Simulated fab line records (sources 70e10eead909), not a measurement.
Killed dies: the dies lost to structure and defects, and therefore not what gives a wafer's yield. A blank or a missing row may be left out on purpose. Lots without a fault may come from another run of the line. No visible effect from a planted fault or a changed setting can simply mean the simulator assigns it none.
Chamber matching | flow nandHarc | NHARC_P_M1_PRE_CLEAN_32 on pecvd-03: 3 sister chambers
The step time 12 s. 6 wafers are shown with their chamber, then 10 later ones without.

EACH WAFER AND ITS CHAMBER
wafer  | chamber | heaterPowerW (W)
L076.3 | 2       | 564
L076.5 | 2       | 573
L085.3 | 1       | 586
L085.6 | 0       | 637
L088.2 | 1       | 641
L088.3 | 0       | 626

WAFERS MISSING THEIR CHAMBER
wafer  | heaterPowerW (W)
L088.5 | 654
L091.1 | 577
L091.3 | 645
L091.5 | 570
L094.1 | 677
L094.5 | 669
L094.6 | 679
L094.2 | 685
L094.3 | 695
L094.4 | 674

WHICH CHAMBER EACH WENT THROUGH
wafer  | from the rows above          | in truth
L088.5 | can't be placed: 0 or 1      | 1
L091.1 | can't be placed: 2 or 1 or 0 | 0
L091.3 | can't be placed: 0 or 1      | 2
L091.5 | can't be placed: 2 or 1      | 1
L094.1 | can't be placed: 0 or 1      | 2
L094.5 | can't be placed: 0 or 1      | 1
L094.6 | can't be placed: 0 or 1      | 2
L094.2 | can't be placed: 0 or 1      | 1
L094.3 | can't be placed: 0 or 1      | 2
L094.4 | can't be placed: 0 or 1      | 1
Correctly placed: 0 of 10. Unplaceable from these rows: 10, with the true chamber sitting among the candidates in 6. Number placed wrongly: 0.
How it was worked out, from the rows above alone: a wafer's distance from a chamber is the root of the sum, over the readings, of the square of ((its reading less the chamber's mean) divided by the reading's scatter). If the next closest chamber is less than 2 further off than the closest, the wafer can't be placed; otherwise it belongs to the closest. The mean given for a chamber averages the wafers shown for that chamber. The scatter: the root of (the sum of the squares of (reading less its chamber's mean) over the shown wafers, divided by (wafers less chambers)).
